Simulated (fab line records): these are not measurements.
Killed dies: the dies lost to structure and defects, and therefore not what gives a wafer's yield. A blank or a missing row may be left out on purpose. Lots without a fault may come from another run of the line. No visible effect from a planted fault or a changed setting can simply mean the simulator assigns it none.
fab line records + flow nand_harc + part 2 of 2: steps 5 to 6 of 6
record:
- lots: 24
- wafers: 72
- last_day: 24
route steps=1159 shown A_CHANNEL_FILL_D1@492 A_STAIRCASE@547
lots untouched by any fault: they come from a run of this same line in which no faults occurred
start_h: hours from the record's first day to the start of the lot's first wafer shown + wait_h: hours since the lot's step before + " repeats the value in the row above + L1.1+2: a single row standing in for several wafers + - value missing, or start not given + * or withheld: withheld + < > ~ a bound
route shown NAME@n: NAME is a module with steps in the file, n the number in the route of the first one + usual: average and standard deviation across the fault-free wafers + same: alike in all rows + chamber/n: place in a boat + sites: readings site by site + _std_site: standard deviation of those values + _edge_site: mean of outer sites minus mean of inner sites + radius_mm: how far each site lies from the wafer's centre + mask NAME#n: copy n + behind: the most recent tool/chamber to have shaped the wafer + hold: cause of the lot's hold/its duration in hours/its outcome + device: the n, p or np transistor that did not switch + end of line: tests of these same wafers at the route's end + a step without rows: its recipe alone + killed: at the first sort, the dies lost to defects and structure; wafer yield is something else + map: dies across one wafer; x = killed, . = not, _ = none there
set.NAME: setting as actually run; set.NAME@STEP: the setting as run at that earlier step + model.NAME: the simulator's own value behind a step, which no gauge read
one table for each step of the route and one row for each wafer, over a sample of lots
services: when a tool's chamber went out of use (start_h, in hours from the record's first day, below 0 if earlier), for how many hours, and the reason
== steps ==
step: NHARC_A_STAIRCASE_ETCH_23
recipe:
- target_depth_a: 1000
- time_s: 40.5
- ion_energy_ev: 400
- c4f8_flow_sccm: 20
- o2_flow_sccm: 10
- ar_flow_sccm: withheld
- rf_w: 600
- bias_w: 1000
- chemistry: C4F8/O2
usual:
- oes_product_au: 0.946/0.012
- rf_vpp_V: 894/6.2
| lot.wafer | tool        | chamber | start_h | wait_h | oes_product_au | rf_hours_counter_h | rf_vpp_V |
|-----------|-------------|---------|---------|--------|----------------|--------------------|----------|
| L074.4    | rie_diel-04 | 3       | -       | -      | 0.937          | 46                 | 902      |
| L074.5    | "           | 2       | "       | "      | 0.948          | -                  | 888      |
| L074.6    | "           | 3       | "       | "      | 0.937          | -                  | 904      |
| L075.4    | rie_diel-04 | 1       | -       | -      | 0.931          | 49                 | 887      |
| L075.6    | "           | 0       | "       | "      | 0.951          | -                  | 898      |
| L075.5    | "           | 1       | "       | "      | 0.927          | -                  | 886      |
| L079.2    | rie_diel-11 | 2       | -       | -      | 0.963          | 20                 | 899      |
| L079.5    | "           | 0       | "       | "      | 0.941          | -                  | 897      |
| L079.6    | "           | 1       | "       | "      | 0.949          | -                  | 891      |
| L076.3    | rie_diel-11 | 3       | -       | -      | 0.940          | 19                 | 887      |
| L076.4    | "           | 0       | "       | "      | 0.941          | 20                 | 899      |
| L076.1    | "           | 2       | "       | "      | 0.940          | 21                 | 900      |
| L077.2    | rie_diel-04 | 0       | -       | -      | 0.947          | 49                 | 898      |
| L077.1    | "           | 1       | "       | "      | 0.940          | 50                 | 885      |
| L077.6    | "           | 0       | "       | "      | 0.950          | -                  | 899      |
| L078.1    | rie_diel-11 | 2       | -       | -      | 0.976          | 24                 | 899      |
| L078.2    | "           | 1       | "       | "      | 0.947          | 24                 | 892      |
| L078.5    | "           | 2       | "       | "      | 0.975          | -                  | 900      |
| L083.2    | rie_diel-11 | 0       | -       | -      | 0.953          | 29                 | 898      |
| L083.1    | "           | 1       | "       | "      | 0.945          | 31                 | 892      |
| L083.5    | "           | 3       | "       | "      | 0.967          | -                  | 887      |
| L080.3    | rie_diel-11 | 3       | -       | -      | 0.936          | 30                 | 886      |
| L080.5    | "           | 0       | "       | "      | 0.936          | -                  | 897      |
| L080.6    | "           | 1       | "       | "      | 0.938          | -                  | 892      |
| L081.4    | rie_diel-03 | 2       | -       | -      | 0.959          | 25                 | 894      |
| L081.2    | "           | 3       | "       | "      | 0.952          | 24                 | 902      |
| L081.6    | "           | 2       | "       | "      | 0.957          | -                  | 896      |
| L082.4    | rie_diel-11 | 1       | -       | -      | 0.969          | 35                 | 891      |
| L082.1    | "           | 2       | "       | "      | 0.959          | 36                 | 901      |
| L082.5    | "           | 0       | "       | "      | 0.974          | -                  | 900      |
| L085.3    | rie_diel-11 | 3       | -       | -      | 0.952          | 37                 | 887      |
| L085.1    | "           | 1       | "       | "      | 0.956          | 37                 | 891      |
| L085.6    | "           | 3       | "       | "      | 0.956          | -                  | 886      |
| L084.3    | rie_diel-11 | 1       | -       | -      | 0.938          | 38                 | 890      |
| L084.2    | "           | 2       | "       | "      | 0.946          | 39                 | 900      |
| L084.1    | "           | 3       | "       | "      | 0.943          | 38                 | 887      |
| L086.1    | rie_diel-03 | 2       | -       | -      | 0.944          | 39                 | 896      |
| L086.2    | "           | 0       | "       | "      | 0.931          | 38                 | 887      |
| L086.6    | "           | 2       | "       | "      | 0.938          | -                  | 896      |
| L087.1    | rie_diel-11 | 1       | -       | -      | 0.955          | 45                 | 890      |
| L087.6    | "           | 2       | "       | "      | 0.944          | -                  | 899      |
| L087.5    | "           | 3       | "       | "      | 0.952          | -                  | 886      |
| L092.3    | rie_diel-11 | 1       | -       | -      | 0.953          | 51                 | 891      |
| L092.2    | "           | 2       | "       | "      | 0.951          | 50                 | 899      |
| L092.4    | "           | 3       | "       | "      | 0.953          | 48                 | 887      |
| L091.3    | rie_diel-11 | 2       | -       | -      | 0.944          | 51                 | 900      |
| L091.6    | "           | 1       | "       | "      | 0.937          | -                  | 890      |
| L091.4    | "           | 2       | "       | "      | 0.933          | -                  | 899      |
| L089.1    | rie_diel-11 | 1       | -       | -      | 0.929          | 52                 | 889      |
| L089.4    | "           | 2       | "       | "      | 0.938          | 52                 | 899      |
| L089.2    | "           | 3       | "       | "      | 0.941          | 49                 | 885      |
| L088.4    | rie_diel-11 | 1       | -       | -      | 0.952          | 53                 | 890      |
| L088.1    | "           | 2       | "       | "      | 0.958          | 53                 | 900      |
| L088.6    | "           | 3       | "       | "      | 0.952          | -                  | 886      |
| L093.1    | rie_diel-03 | 3       | -       | -      | 0.946          | 45                 | 901      |
| L093.3    | "           | 2       | "       | "      | 0.951          | 48                 | 896      |
| L093.6    | "           | 3       | "       | "      | 0.949          | -                  | 904      |
| L090.1    | rie_diel-04 | 1       | -       | -      | 0.955          | 21                 | 906      |
| L090.3    | "           | 0       | "       | "      | 0.945          | 20                 | 897      |
| L090.6    | "           | 1       | "       | "      | 0.954          | -                  | 906      |
| L094.3    | rie_diel-11 | 3       | -       | -      | 0.931          | 56                 | 886      |
| L094.1    | "           | 1       | "       | "      | 0.938          | 58                 | 892      |
| L094.4    | "           | 2       | "       | "      | 0.941          | 59                 | 898      |
| L095.3    | rie_diel-04 | 0       | -       | -      | 0.943          | 24                 | 897      |
| L095.4    | "           | 1       | "       | "      | 0.941          | 25                 | 905      |
| L095.1    | "           | 2       | "       | "      | 0.953          | 20                 | 887      |
| L096.2    | rie_diel-04 | 0       | -       | -      | 0.948          | 27                 | 898      |
| L096.4    | "           | 2       | "       | "      | 0.943          | 24                 | 887      |
| L096.6    | "           | 0       | "       | "      | 0.951          | -                  | 898      |
| L097.4    | rie_diel-03 | 3       | -       | -      | 0.934          | 54                 | 903      |
| L097.2    | "           | 0       | "       | "      | 0.931          | 55                 | 887      |
| L097.5    | "           | 3       | "       | "      | 0.930          | -                  | 902      |
step: NHARC_A_STAIRCASE_TRIM_24
recipe:
- time_s: 211.2
- o2_flow_sccm: 500
- ar_flow_sccm: 0
- bias_w: 0
- chemistry: O2
usual:
- drypump_motor_current_A: 5.8/0.45
- oes_product_au: 1.000/0.0069
- rf_vpp_V: 57.7/0.82
- showerhead_plenum_p_Torr: 3.48/0.17
- throttle_valve_pct: 17.036/0.0095
| lot.wafer | tool        | chamber | start_h | wait_h | drypump_motor_current_A | oes_product_au | rf_hours_counter_h | rf_vpp_V | showerhead_plenum_p_Torr | throttle_valve_pct |
|-----------|-------------|---------|---------|--------|-------------------------|----------------|--------------------|----------|--------------------------|--------------------|
| L074.4    | rie_diel-04 | 2       | -       | -      | 5.6                     | 0.994          | 47                 | 57.3     | 3.30                     | 17.058             |
| L074.5    | "           | 3       | "       | "      | 6.1                     | 0.996          | -                  | 57.4     | 3.71                     | 17.040             |
| L074.6    | "           | 0       | "       | "      | 6.0                     | 1.008          | -                  | 58.7     | 3.61                     | 17.037             |
| L075.4    | rie_diel-04 | 3       | -       | -      | 6.0                     | 0.993          | 50                 | 57.8     | 3.70                     | 17.035             |
| L075.5    | "           | 2       | "       | "      | 5.6                     | 0.991          | -                  | 56.5     | 3.30                     | 17.042             |
| L075.6    | "           | 3       | "       | "      | 6.1                     | 0.989          | -                  | 58.0     | 3.70                     | 17.021             |
| L079.2    | rie_diel-11 | 0       | -       | -      | 6.6                     | 0.998          | 19                 | 58.3     | 3.59                     | 17.035             |
| L079.6    | "           | 2       | "       | "      | 5.4                     | 1.006          | -                  | 57.8     | 3.64                     | 17.033             |
| L079.5    | "           | 3       | "       | "      | 5.4                     | 1.005          | -                  | 57.5     | 3.28                     | 17.050             |
| L076.4    | rie_diel-11 | 3       | -       | -      | 5.5                     | 0.998          | 19                 | 56.9     | 3.28                     | 17.031             |
| L076.3    | "           | 0       | "       | "      | 6.5                     | 1.002          | 20                 | 57.1     | 3.59                     | 17.043             |
| L076.1    | "           | 1       | "       | "      | 5.5                     | 0.986          | 22                 | 56.3     | 3.41                     | 17.042             |
| L077.1    | rie_diel-04 | 0       | -       | -      | 5.9                     | 1.004          | 50                 | 58.4     | 3.61                     | 17.049             |
| L077.2    | "           | 1       | "       | "      | 6.2                     | 0.995          | 50                 | 57.4     | 3.28                     | 17.032             |
| L077.6    | "           | 3       | "       | "      | 6.0                     | 0.996          | -                  | 57.9     | 3.70                     | 17.033             |
| L078.2    | rie_diel-11 | 2       | -       | -      | 5.4                     | 0.997          | 24                 | 57.5     | 3.64                     | 17.040             |
| L078.1    | "           | 1       | "       | "      | 5.5                     | 0.991          | 24                 | 58.2     | 3.41                     | 17.057             |
| L078.5    | "           | 3       | "       | "      | 5.4                     | 1.008          | -                  | 56.5     | 3.28                     | 17.024             |
| L083.2    | rie_diel-11 | 2       | -       | -      | 5.4                     | 1.001          | 31                 | 59.5     | 3.63                     | 17.024             |
| L083.1    | "           | 3       | "       | "      | 5.4                     | 1.006          | 28                 | 57.2     | 3.28                     | 17.038             |
| L083.5    | "           | 2       | "       | "      | 5.4                     | 1.007          | -                  | 58.7     | 3.63                     | 17.031             |
| L080.3    | rie_diel-11 | 3       | -       | -      | 5.4                     | 0.995          | 30                 | 57.3     | 3.28                     | 17.039             |
| L080.6    | "           | 2       | "       | "      | 5.4                     | 0.993          | -                  | 57.5     | 3.63                     | 17.022             |
| L080.5    | "           | 3       | "       | "      | 5.4                     | 0.996          | -                  | 57.2     | 3.28                     | 17.020             |
| L081.2    | rie_diel-03 | 0       | -       | -      | 5.2                     | 0.985          | 28                 | 56.7     | 3.28                     | 17.049             |
| L081.4    | "           | 1       | "       | "      | 6.4                     | 1.000          | 25                 | 56.4     | 3.33                     | 17.048             |
| L081.6    | "           | 3       | "       | "      | 6.4                     | 1.000          | -                  | 59.8     | 3.71                     | 17.042             |
| L082.4    | rie_diel-11 | 3       | -       | -      | 5.4                     | 1.006          | 33                 | 56.7     | 3.28                     | 17.042             |
| L082.1    | "           | 0       | "       | "      | 6.5                     | 1.009          | 33                 | 58.8     | 3.58                     | 17.040             |
| L082.5    | "           | 2       | "       | "      | 5.4                     | 0.999          | -                  | 58.7     | 3.63                     | 17.042             |
| L085.1    | rie_diel-11 | 3       | -       | -      | 5.5                     | 1.009          | 37                 | 57.9     | 3.27                     | 17.025             |
| L085.3    | "           | 1       | "       | "      | 5.6                     | 0.999          | 37                 | 57.2     | 3.40                     | 17.031             |
| L085.6    | "           | 1       | "       | "      | 5.5                     | 0.998          | -                  | 57.8     | 3.40                     | 17.044             |
| L084.1    | rie_diel-11 | 1       | -       | -      | 5.5                     | 0.991          | 38                 | 57.8     | 3.40                     | 17.050             |
| L084.2    | "           | 2       | "       | "      | 5.4                     | 1.006          | 40                 | 58.0     | 3.63                     | 17.042             |
| L084.3    | "           | 3       | "       | "      | 5.4                     | 1.008          | 38                 | 56.2     | 3.27                     | 17.042             |
| L086.1    | rie_diel-03 | 0       | -       | -      | 5.3                     | 0.993          | 38                 | 57.6     | 3.28                     | 17.030             |
| L086.2    | "           | 1       | "       | "      | 6.4                     | 1.003          | 36                 | 57.5     | 3.32                     | 17.025             |
| L086.6    | "           | 0       | "       | "      | 5.3                     | 0.997          | -                  | 57.7     | 3.28                     | 17.027             |
| L087.1    | rie_diel-11 | 3       | -       | -      | 5.4                     | 1.016          | 44                 | 57.0     | 3.27                     | 17.038             |
| L087.5    | "           | 2       | "       | "      | 5.4                     | 1.012          | -                  | 58.6     | 3.63                     | 17.038             |
| L087.6    | "           | 3       | "       | "      | 5.4                     | 1.007          | -                  | 57.8     | 3.27                     | 17.045             |
| L092.4    | rie_diel-11 | 3       | -       | -      | 5.4                     | 1.008          | 48                 | 56.4     | 3.27                     | 17.036             |
| L092.2    | "           | 0       | "       | "      | 6.5                     | 1.006          | 47                 | 57.4     | 3.57                     | 17.032             |
| L092.3    | "           | 2       | "       | "      | 5.4                     | 0.996          | 50                 | 59.3     | 3.62                     | 17.043             |
| L091.3    | rie_diel-11 | 1       | -       | -      | 5.5                     | 0.995          | 51                 | 55.8     | 3.39                     | 17.016             |
| L091.4    | "           | 2       | "       | "      | 5.4                     | 0.987          | -                  | 57.2     | 3.62                     | 17.036             |
| L091.6    | "           | 0       | "       | "      | 6.5                     | 1.006          | -                  | 58.0     | 3.57                     | 17.039             |
| L089.4    | rie_diel-11 | 2       | -       | -      | 5.4                     | 1.001          | 52                 | 58.1     | 3.62                     | 17.049             |
| L089.1    | "           | 3       | "       | "      | 5.4                     | 1.004          | 49                 | 58.6     | 3.27                     | 17.044             |
| L089.2    | "           | 1       | "       | "      | 5.5                     | 1.010          | 52                 | 58.1     | 3.39                     | 17.026             |
| L088.4    | rie_diel-11 | 2       | -       | -      | 5.4                     | 1.011          | 53                 | 57.8     | 3.62                     | 17.024             |
| L088.1    | "           | 1       | "       | "      | 5.5                     | 1.004          | 53                 | 57.9     | 3.39                     | 17.051             |
| L088.6    | "           | 2       | "       | "      | 5.4                     | 1.007          | -                  | 57.8     | 3.62                     | 17.037             |
| L093.1    | rie_diel-03 | 0       | -       | -      | 5.3                     | 0.996          | 46                 | 57.8     | 3.27                     | 17.028             |
| L093.3    | "           | 2       | "       | "      | 6.7                     | 1.004          | 48                 | 57.9     | 3.49                     | 17.043             |
| L093.6    | "           | 1       | "       | "      | 6.4                     | 0.988          | -                  | 57.1     | 3.32                     | 17.032             |
| L090.1    | rie_diel-04 | 2       | -       | -      | 5.6                     | 1.000          | 17                 | 59.3     | 3.28                     | 17.026             |
| L090.3    | "           | 3       | "       | "      | 6.1                     | 0.996          | 19                 | 57.5     | 3.69                     | 17.042             |
| L090.6    | "           | 0       | "       | "      | 6.0                     | 1.004          | -                  | 57.4     | 3.59                     | 17.031             |
| L094.4    | rie_diel-11 | 2       | -       | -      | 5.4                     | 1.004          | 59                 | 58.4     | 3.62                     | 17.013             |
| L094.1    | "           | 3       | "       | "      | 5.4                     | 1.011          | 56                 | 56.7     | 3.26                     | 17.046             |
| L094.3    | "           | 0       | "       | "      | 6.6                     | 0.999          | 54                 | 58.1     | 3.57                     | 17.032             |
| L095.1    | rie_diel-04 | 2       | -       | -      | 5.6                     | 1.002          | 21                 | 57.8     | 3.28                     | 17.057             |
| L095.4    | "           | 0       | "       | "      | 6.0                     | 1.002          | 24                 | 57.6     | 3.59                     | 17.028             |
| L095.3    | "           | 1       | "       | "      | 6.1                     | 1.012          | 25                 | 59.8     | 3.79                     | 17.050             |
| L096.4    | rie_diel-04 | 2       | -       | -      | 5.6                     | 1.001          | 24                 | 57.4     | 3.28                     | 17.029             |
| L096.2    | "           | 3       | "       | "      | 6.0                     | 0.997          | 26                 | 58.1     | 3.68                     | 17.038             |
| L096.6    | "           | 0       | "       | "      | 6.0                     | 0.997          | -                  | 57.1     | 3.59                     | 17.035             |
| L097.4    | rie_diel-03 | 1       | -       | -      | 6.4                     | 0.982          | 53                 | 57.1     | 3.31                     | 17.032             |
| L097.2    | "           | 2       | "       | "      | 6.8                     | 0.999          | 56                 | 57.7     | 3.49                     | 17.032             |
| L097.5    | "           | 1       | "       | "      | 6.4                     | 0.988          | -                  | 57.4     | 3.31                     | 17.047             |
== services ==
| tool        | chamber | start_h | hours | kind       |
|-------------|---------|---------|-------|------------|
| rie_diel-11 | 0       | 168.60  | -     | clean      |
| rie_diel-11 | 1       | 168.60  | -     | clean      |
| rie_diel-11 | 2       | 168.60  | -     | clean      |
| rie_diel-11 | 3       | 168.60  | -     | clean      |
| rie_diel-04 | -       | 186.22  | 1.5   | repair     |
| rie_diel-11 | -       | 189.50  | 9.0   | pm         |
| rie_diel-11 | 0       | 189.50  | 9.0   | vent_cycle |
| rie_diel-11 | 1       | 189.50  | 9.0   | vent_cycle |
| rie_diel-11 | 2       | 189.50  | 9.0   | vent_cycle |
| rie_diel-11 | 3       | 189.50  | 9.0   | vent_cycle |
| ald_hk-04   | -       | 191.05  | 10.0  | pm         |
| rie_diel-04 | 3       | 192.49  | 1.6   | repair     |
| rie_diel-11 | 0       | 198.50  | -     | clean      |
| rie_diel-11 | 1       | 198.50  | -     | clean      |
| rie_diel-03 | -       | 215.43  | 9.0   | pm         |
| ald_hk-01   | -       | 228.31  | 10.0  | pm         |
| rie_diel-11 | -       | 233.68  | 0.6   | repair     |
| ald_hk-04   | -       | 258.74  | 1.5   | repair     |
| rie_diel-11 | -       | 266.91  | 0.6   | repair     |
| rie_diel-03 | 1       | 267.09  | 5.7   | repair     |
| rie_diel-03 | 1       | 273.67  | 5.0   | repair     |
| rie_diel-04 | -       | 289.30  | 9.0   | pm         |
| rie_diel-11 | 0       | 304.69  | 1.6   | repair     |
| rie_diel-11 | 3       | 334.96  | 3.5   | repair     |
